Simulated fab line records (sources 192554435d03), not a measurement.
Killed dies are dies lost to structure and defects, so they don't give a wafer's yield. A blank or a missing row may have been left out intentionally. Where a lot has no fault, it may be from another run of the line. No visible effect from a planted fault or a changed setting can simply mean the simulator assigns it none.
Which tool is to blame?	flow n5-finfet	69 wafers from 23 lots sampled at 5 of the route's 1938 steps

WHAT EACH GAUGE READ, for each wafer
N5_BEOL_M2_CD_MEAS_28: target cd 26.2 nm, target cd y 24.1 nm. Usual: cd-nm at 26.16 nm, with a standard deviation of 0.29.
lot	measured	on	cd-nm (nm)	flag
L074	day 6 12:01	cd-sem-02	26.39 26.23 26.42	
L075	day 6 23:16	cd-sem-03	26.18 26.30 26.03	
L076	day 7 01:06	cd-sem-02	26.44 26.43 26.64	
L077	day 7 19:49	cd-sem-01	25.95 25.67 26.20	
L078	day 7 20:22	cd-sem-01	25.93 26.02 26.23	
L079	day 7 21:12	cd-sem-02	26.66 26.79 26.33	
L080	day 8 02:58	cd-sem-02	25.60 26.10 25.52	
L081	day 8 06:52	cd-sem-03	26.19 26.26 25.81	
L082	day 8 11:45	cd-sem-03	25.92 26.20 26.38	
L083	day 9 03:02	cd-sem-03	26.57 26.51 26.47	
L085	day 9 03:38	cd-sem-01	25.71 25.46 26.24	
L084	day 9 11:01	cd-sem-01	26.50 26.22 25.90	
L086	day 9 13:50	cd-sem-03	26.00 26.11 25.74	
L087	day 9 19:46	cd-sem-01	26.12 26.01 26.09	
L090	day 10 11:21	cd-sem-03	26.61 26.21 26.33	
L089	day 10 15:17	cd-sem-03	26.66 26.31 26.46	
L092	day 10 23:19	cd-sem-02	26.50 26.06 25.96	
L091	day 11 08:41	cd-sem-03	25.77 26.68 25.77	
L093	day 11 16:39	cd-sem-01	25.98 25.81 26.65	
L094	day 11 16:56	cd-sem-02	26.09 26.16 26.19	
L095	day 11 23:34	cd-sem-02	26.27 26.23 26.00	
L096	day 12 04:15	cd-sem-02	26.39 26.43 26.22	
L097	day 12 11:26	cd-sem-03	26.22 26.09 26.24	

WHICH TOOL RAN EACH LOT (tool, then ch and the chambers of the sampled wafers, then the start)
lot	N5_BEOL_M1_ALD_84	N5_BEOL_M1_SPUTTER_96	N5_BEOL_M1_CMP_52	N5_BEOL_M2_STRIP_66
L074	ald-metal-04 ch 0,1,3, day 6 06:38	pvd-sputter-02, day 6 08:59	cmp-01 ch 0,3, day 6 09:28	rie-diel-05 ch 0,1,2, day 6 11:28
L075	ald-metal-04 ch 1,2,3, day 6 15:28	pvd-sputter-01, day 6 18:05	cmp-01 ch 0,1,2, day 6 18:39	rie-diel-05 ch 1,2,3, day 6 22:35
L076	ald-metal-04 ch 0,1,3, day 6 19:11	pvd-sputter-02, day 6 21:39	cmp-01 ch 0,1,3, day 6 22:11	rie-diel-05 ch 1,2,3, day 7 00:34
L077	ald-metal-04 ch 0,3, day 7 11:33	pvd-sputter-03, day 7 13:56	cmp-04 ch 0,1,3, day 7 14:26	rie-diel-06 ch 1,2,3, day 7 19:10
L078	ald-metal-03 ch 0,1,3, day 7 11:58	pvd-sputter-02, day 7 15:26	cmp-01 ch 0,2,3, day 7 16:25	rie-diel-05 ch 2,3, day 7 19:40
L079	ald-metal-02 ch 0,1, day 7 15:04	pvd-sputter-01, day 7 17:31	cmp-04 ch 0,2, day 7 18:01	rie-diel-05 ch 0,2, day 7 20:32
L080	ald-metal-03 ch 1,2,3, day 7 21:19	pvd-sputter-01, day 7 23:34	cmp-01 ch 0,1,2, day 8 00:08	rie-diel-02 ch 1,3, day 8 02:15
L081	ald-metal-04 ch 0,3, day 8 01:17	pvd-sputter-01, day 8 03:40	cmp-01 ch 2,3, day 8 04:10	rie-diel-02 ch 0,1, day 8 06:12
L082	ald-metal-02 ch 1,2,3, day 8 06:00	pvd-sputter-01, day 8 08:14	cmp-02 ch 0,1,3, day 8 08:46	rie-diel-06 ch 0,1,2, day 8 11:01
L083	ald-metal-04 ch 0,1,2, day 8 19:10	pvd-sputter-03, day 8 21:53	cmp-02 ch 0,1, day 8 22:28	rie-diel-02 ch 2,3, day 9 02:28
L085	ald-metal-04 ch 0,1,2, day 8 22:36	pvd-sputter-03, day 9 00:52	cmp-04 ch 0,1,3, day 9 01:26	rie-diel-02 ch 0,1,2, day 9 03:05
L084	ald-metal-02 ch 0,1,2, day 9 04:31	pvd-sputter-03, day 9 06:46	cmp-02 ch 0,2,3, day 9 07:16	rie-diel-06 ch 0,1,2, day 9 10:11
L086	ald-metal-02 ch 1,2, day 9 04:59	pvd-sputter-02, day 9 08:56	cmp-01 ch 0,3, day 9 09:28	rie-diel-06 ch 0,1,2, day 9 12:59
L087	ald-metal-03 ch 0,1,2, day 9 12:20	pvd-sputter-03, day 9 14:32	cmp-04 ch 0,1,2, day 9 15:12	rie-diel-06 ch 2,3, day 9 19:12
L090	ald-metal-02 ch 0,2,3, day 10 05:04	pvd-sputter-02, day 10 07:34	cmp-04 ch 1,2,3, day 10 08:25	rie-diel-06 ch 0,3, day 10 10:41
L089	ald-metal-03 ch 0,2,3, day 10 10:10	pvd-sputter-03, day 10 12:31	cmp-04 ch 1,2,3, day 10 13:07	rie-diel-05 ch 2,3, day 10 14:45
L092	ald-metal-02 ch 0,2,3, day 10 17:50	pvd-sputter-01, day 10 20:06	cmp-02 ch 1,2, day 10 21:08	rie-diel-02 ch 0,2,3, day 10 22:47
L091	ald-metal-04 ch 0,2, day 11 01:04	pvd-sputter-01, day 11 03:23	cmp-02 ch 1,3, day 11 04:11	rie-diel-02 ch 0,2,3, day 11 07:58
L093	ald-metal-03 ch 1,2,3, day 11 09:23	pvd-sputter-01, day 11 11:59	cmp-01 ch 0,1,2, day 11 12:35	rie-diel-06 ch 2,3, day 11 15:53
L094	ald-metal-02 ch 2,3, day 11 09:28	pvd-sputter-02, day 11 12:00	cmp-04 ch 1,2,3, day 11 12:38	rie-diel-02 ch 0,2,3, day 11 16:14
L095	ald-metal-04 ch 0,1,2, day 11 16:02	pvd-sputter-01, day 11 18:37	cmp-01 ch 0,1, day 11 19:22	rie-diel-02 ch 0,2,3, day 11 22:53
L096	ald-metal-04 ch 0,1,2, day 11 22:05	pvd-sputter-01, day 12 00:18	cmp-01 ch 1,3, day 12 00:50	rie-diel-06 ch 1,3, day 12 03:38
L097	ald-metal-04 ch 0,1,2, day 12 05:42	pvd-sputter-03, day 12 08:01	cmp-04 ch 1,2,3, day 12 08:31	rie-diel-05 ch 0,1,2, day 12 10:47
- N5_BEOL_M1_ALD_84: deposits TaN, pulse time 2 s, purge time 3 s, co reactant purge time 2 s.
- N5_BEOL_M1_SPUTTER_96: material Cu, target thk 4.5 nm, time 8.29 s.
- N5_BEOL_M1_CMP_52: polishes, stops on SiOC, t overpolish 6.8 s, target thk 40 nm.
- N5_BEOL_M2_STRIP_66: strips in CF4.

AS READ BY THE TOOLS THEMSELVES (means over the sampled wafers that have a number; for cases with no such wafer, the mark the record gives instead)
N5_BEOL_M1_ALD_84. Usual: chamber-pressure-Torr 3.001 Torr, standard deviation 0.0061; heater-power-w 419 W, standard deviation 51; mfc-carrier-sccm 1500 sccm, standard deviation 4.
lot	tool	chamber-pressure-Torr (Torr)	heater-power-w (W)	mfc-carrier-sccm (sccm)	flag
L074	ald-metal-04	3.006	455	1501	
L075	ald-metal-04	3.001	462	1497	
L076	ald-metal-04	3.001	461	1502	
L077	ald-metal-04	3.002	436	1497	
L078	ald-metal-03	2.999	381	1501	
L079	ald-metal-02	3.000	375	1500	
L080	ald-metal-03	2.998	369	1499	
L081	ald-metal-04	2.998	482	1502	
L082	ald-metal-02	3.001	392	1497	
L083	ald-metal-04	3.003	414	1498	
L085	ald-metal-04	3.004	424	1506	
L084	ald-metal-02	2.996	387	1499	
L086	ald-metal-02	3.007	367	1503	
L087	ald-metal-03	2.994	391	1499	
L090	ald-metal-02	3.004	421	1504	
L089	ald-metal-03	2.996	392	1498	
L092	ald-metal-02	3.000	420	1498	
L091	ald-metal-04	3.002	408	1499	
L093	ald-metal-03	3.003	362	1500	
L094	ald-metal-02	3.003	428	1500	
L095	ald-metal-04	3.000	418	1499	
L096	ald-metal-04	2.998	413	1505	
L097	ald-metal-04	3.005	419	1497	

N5_BEOL_M1_SPUTTER_96. Usual: chuck-gas-flow-sccm 1.27 sccm, standard deviation 0.049; chuck-sensor-temp-C -16.3 C, standard deviation 0.35; throttle-valve-pct 30.0 %, standard deviation 0.82.
lot	tool	chuck-gas-flow-sccm (sccm)	chuck-sensor-temp-C (C)	throttle-valve-pct (%)	flag
L074	pvd-sputter-02	1.24	-16.7	29.8	
L075	pvd-sputter-01	1.26	-16.0	31.0	
L076	pvd-sputter-02	1.29	-16.7	30.0	
L077	pvd-sputter-03	1.21	-16.5	30.1	
L078	pvd-sputter-02	1.20	-16.3	29.8	
L079	pvd-sputter-01	1.27	-16.1	30.7	
L080	pvd-sputter-01	1.29	-16.0	30.0	
L081	pvd-sputter-01	1.29	-16.0	30.2	
L082	pvd-sputter-01	1.31	-15.9	30.1	
L083	pvd-sputter-03	1.22	-16.6	30.5	
L085	pvd-sputter-03	1.21	-16.4	30.2	
L084	pvd-sputter-03	1.25	-16.5	30.3	
L086	pvd-sputter-02	1.25	-16.2	29.1	
L087	pvd-sputter-03	1.24	-16.6	30.2	
L090	pvd-sputter-02	1.28	-16.4	30.4	
L089	pvd-sputter-03	1.28	-16.5	30.2	
L092	pvd-sputter-01	1.21	-16.0	29.9	
L091	pvd-sputter-01	1.29	-16.0	29.6	
L093	pvd-sputter-01	1.28	-16.1	29.9	
L094	pvd-sputter-02	1.24	-16.1	29.5	
L095	pvd-sputter-01	1.30	-16.0	30.1	
L096	pvd-sputter-01	1.27	-16.0	30.0	
L097	pvd-sputter-03	1.23	-16.6	30.1	

N5_BEOL_M1_CMP_52. Usual: barrier-field-endpoint-s 25.1 s, standard deviation 0.75; head-pressure-psi 1.0000 psi, standard deviation 0.0024; motor-current-A 6.1 A, standard deviation 0.67; overpolish-run-s 6.801 s, standard deviation 0.0094; pad-life-wafers 1010, standard deviation 490; slurry-flow-ml-min 150.0, standard deviation 0.47; time-to-endpoint-s 64 s, standard deviation 4.3.
lot	tool	barrier-field-endpoint-s (s)	head-pressure-psi (psi)	motor-current-A (A)	overpolish-run-s (s)	pad-life-wafers	slurry-flow-ml-min	time-to-endpoint-s (s)	flag
L074	cmp-01	25.0	1.0001	6.2	6.800	434	149.7	63	
L075	cmp-01	25.2	1.0011	6.5	6.801	506	150.0	63	
L076	cmp-01	25.2	1.0002	5.9	6.791	530	150.2	65	
L077	cmp-04	25.3	0.9999	5.7	6.810	254	149.9	64	
L078	cmp-01	25.6	1.0010	6.6	6.807	674	149.7	65	
L079	cmp-04	25.7	1.0032	5.4	6.801	277	150.1	66	
L080	cmp-01	24.9	1.0005	6.5	6.802	734	149.9	64	
L081	cmp-01	26.2	0.9994	6.9	6.802	756	150.7	70	
L082	cmp-02	25.2	1.0026	6.1	6.803	1496	149.8	67	
L083	cmp-02	25.4	0.9986	6.7	6.803	1596	150.1	63	
L085	cmp-04	25.7	1.0015	5.8	6.808	506	149.7	66	
L084	cmp-02	24.6	1.0010	6.2	6.797	1712	149.6	62	
L086	cmp-01	25.6	1.0011	6.2	6.799	998	150.1	62	
L087	cmp-04	24.7	1.0011	5.9	6.807	674	149.5	66	
L090	cmp-04	24.9	0.9980	6.0	6.816	860	149.7	63	
L089	cmp-04	25.2	1.0003	6.0	6.789	950	149.8	68	
L092	cmp-02	24.6	0.9991	6.5	6.794	1860	150.7	59	
L091	cmp-02	24.4	0.9987	5.6	6.811	1922	150.4	60	
L093	cmp-01	25.2	1.0004	6.8	6.809	1268	150.3	65	
L094	cmp-04	24.8	0.9996	6.0	6.797	1213	150.1	62	
L095	cmp-01	25.0	0.9977	6.0	6.793	1322	150.2	61	
L096	cmp-01	25.1	0.9999	5.9	6.804	1382	149.5	61	
L097	cmp-04	24.4	1.0002	6.1	6.807	1424	149.4	63	

N5_BEOL_M2_STRIP_66. Usual: drypump-motor-current-A 5.7 A, standard deviation 0.56; oes-product-au 0.80 a.u., standard deviation 0.086; rf-vpp-V 271.3 V, standard deviation 1.4; showerhead-plenum-p-Torr 1.81 Torr, standard deviation 0.058; throttle-valve-pct 13.52 %, standard deviation 0.21.
lot	tool	drypump-motor-current-A (A)	oes-product-au (a.u.)	rf-vpp-V (V)	showerhead-plenum-p-Torr (Torr)	throttle-valve-pct (%)	flag
L074	rie-diel-05	5.8	0.80	271.7	1.82	13.50	
L075	rie-diel-05	5.9	0.86	271.4	1.82	13.50	
L076	rie-diel-05	5.8	0.86	271.6	1.82	13.49	
L077	rie-diel-06	5.9	0.75	271.8	1.84	13.65	
L078	rie-diel-05	6.0	0.91	271.0	1.81	13.45	
L079	rie-diel-05	6.1	0.86	271.6	1.86	13.44	
L080	rie-diel-02	6.1	0.72	270.9	1.80	13.79	
L081	rie-diel-02	5.4	0.76	270.6	1.81	13.59	
L082	rie-diel-06	5.6	0.81	271.9	1.84	13.57	
L083	rie-diel-02	5.8	0.72	271.3	1.81	13.68	
L085	rie-diel-02	5.2	0.76	271.6	1.82	13.49	
L084	rie-diel-06	5.6	0.80	272.2	1.83	13.59	
L086	rie-diel-06	5.6	0.80	271.9	1.83	13.59	
L087	rie-diel-06	5.9	0.92	271.7	1.82	13.22	
L090	rie-diel-06	5.3	0.89	270.9	1.77	13.26	
L089	rie-diel-05	6.2	0.87	271.4	1.86	13.47	
L092	rie-diel-02	5.5	0.73	271.4	1.81	13.59	
L091	rie-diel-02	5.6	0.73	271.7	1.81	13.61	
L093	rie-diel-06	6.2	0.85	271.3	1.86	13.34	
L094	rie-diel-02	5.6	0.73	270.8	1.81	13.61	
L095	rie-diel-02	5.6	0.73	270.9	1.81	13.61	
L096	rie-diel-06	5.6	0.89	271.0	1.79	13.31	
L097	rie-diel-05	5.8	0.84	270.6	1.81	13.42	

THE ANSWER, worked out from the rows above alone
Rule: a lot is off if the mean of its wafers that have a number lies more than 3 standard deviations from the usual mean. Also off: a lot with no number at a reading for which 4 or more lots have one. Where the step has rows for the other lots, those lots are counted as sound. The gauges are gone through in route order, then the tools' own readings, and for those a lot's mean is taken as printed above. The first step at which some lot is off is used, and at that step the reading that is off furthest; a lot without a number counts as furthest.
None of the lots is off at any reading shown; this tells nothing.

WHAT THE SIMULATOR HAD INSERTED
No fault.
